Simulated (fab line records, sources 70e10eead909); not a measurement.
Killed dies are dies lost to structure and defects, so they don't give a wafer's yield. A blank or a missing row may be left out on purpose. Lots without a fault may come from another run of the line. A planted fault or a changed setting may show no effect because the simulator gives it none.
Problem report in the 8D (eight disciplines) form, filled by code | flow nand_harc | the parts of the form that need people (team, actions taken, sign-off) are left out

1. THE PROBLEM
killed_at_periphery at NHARC_END_SORT_01 reads a mean of 658.0 on 3 wafers of 2 lots; wafers without a fault read 3.6 with a standard deviation of 2.3. That is +99 or more standard deviations from the usual mean.
First seen on wafer L683.1, day 23 18:10, on prober-01. The record holds 12 wafers of 4 lots with a number at this step. Rule for "out", or "out of limits": more than 4 standard deviations from the usual mean. The other wafers with a number count as sound.

2. WHAT IT IS AND WHAT IT IS NOT
question                    | is                                                                                                                      | is not
which readings at this step | killed_at_periphery, defect_limited_yield, killed_dies, sort_bin_2_pct, sort_n_pass, sort_rim_yield_pct, sort_yield_pct | killed_at_array, killed_at_other, killed_open, killed_short, sort_bin_3_pct, sort_bin_4_pct
which lots                  | L682, L683                                                                                                              | L670, L672
which wafers of those lots  | L682.3, L683.1, L683.5                                                                                                  | L682.5, L682.6, L683.6
read on which gauges        | prober-01, prober-02                                                                                                    | -
when                        | from day 23 18:10                                                                                                       | up to then (6 sound wafers); but 3 sound wafers of L682, L683 came after

3. SUSPECTS, AND WHAT RULES EACH OUT
Counting: a tool at a process step up to the reading stays a suspect if it ran every lot that is out. Sound lots after the first of them don't rule it out here, since some wafers of a struck lot are sound.
- the gauge at NHARC_END_SORT_01: ruled out. The wafers that are out were read on 2 gauges (prober-01, prober-02).
- rie_diel-11 at NHARC_P_M1_ETCH_15 (etches the open film in C4F8/Ar, target depth 182.5 nm, time 91.2 s): kept. It ran every lot that is out, first L682 (day 9 07:11); its last sound lot up to then is L672 (day 6 21:07). NHARC_P_M1_ETCH_15 gives no start for some lots, so the hours and the order of its lots are those of NHARC_P_M1_CD_MEAS_16.
- pvd_sputter-02 at NHARC_P_M1_PVD_20 (deposits TaN, target thk 5 nm, time 8.06 s): kept. It ran every lot that is out, first L682 (day 9 08:09); its last sound lot up to then is L672 (day 6 22:04). NHARC_P_M1_PVD_20 gives no start for some lots, so the hours and the order of its lots are those of NHARC_P_M1_PVD_21.
- pvd_sputter-02 at NHARC_P_M1_PVD_21 (deposits Cu, target thk 30 nm, time 20.49 s): kept. It ran every lot that is out, first L682 (day 9 08:09); its last sound lot up to then is L672 (day 6 22:04).
Left after counting: rie_diel-11 at NHARC_P_M1_ETCH_15, pvd_sputter-02 at NHARC_P_M1_PVD_20, pvd_sputter-02 at NHARC_P_M1_PVD_21.

4. THE CAUSE (what the simulator had put in)
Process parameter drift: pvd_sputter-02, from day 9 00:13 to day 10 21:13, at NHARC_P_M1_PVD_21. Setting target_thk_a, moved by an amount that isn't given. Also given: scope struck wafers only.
Counting left 3 suspects, and this tool is among them.

5. THE CHAIN OF EFFECTS, in route order
Each row: a reading whose mean over the struck wafers that have a number lies more than 3 standard deviations from the usual. Only readings for which the record gives a usual standard deviation are gone through. hours: the time from each lot's start at the first step in this table that gives one to its start at this step, as a median over the lots. sigmas: the change in usual standard deviations.
hours | step              | reading              | usual  | on struck wafers | change | sigmas
0     | NHARC_END_SORT_01 | defect_limited_yield | 95.8 % | 0.0              | -95.8  | -74
0     | NHARC_END_SORT_01 | killed_at_periphery  | 3.6    | 658.0            | +654.4 | +99 or more
0     | NHARC_END_SORT_01 | killed_dies          | 28     | 677              | +649   | +73
0     | NHARC_END_SORT_01 | sort_bin_2_pct       | 1.3 %  | 97.4             | +96.1  | +99 or more
0     | NHARC_END_SORT_01 | sort_n_pass          | 649    | 0                | -649   | -73
0     | NHARC_END_SORT_01 | sort_rim_yield_pct   | 95 %   | 0                | -95    | -31
0     | NHARC_END_SORT_01 | sort_yield_pct       | 95.8 % | 0.0              | -95.8  | -74

6. WHAT WOULD HAVE CAUGHT IT SOONER
In this record the first reading out of limits at a measuring or inspecting step was taken at day 23 18:10, 354 hours after the fault began at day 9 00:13.
Of the tool readings at NHARC_P_M1_PVD_21 for which the record gives a usual standard deviation, none was out on any struck wafer, so an alarm limit of 4 standard deviations on them would not have fired.
All the lots that are out (2) had begun NHARC_P_M1_PVD_21 on pvd_sputter-02 by day 23 18:10. A hold on the tool at that time would have spared none of them.
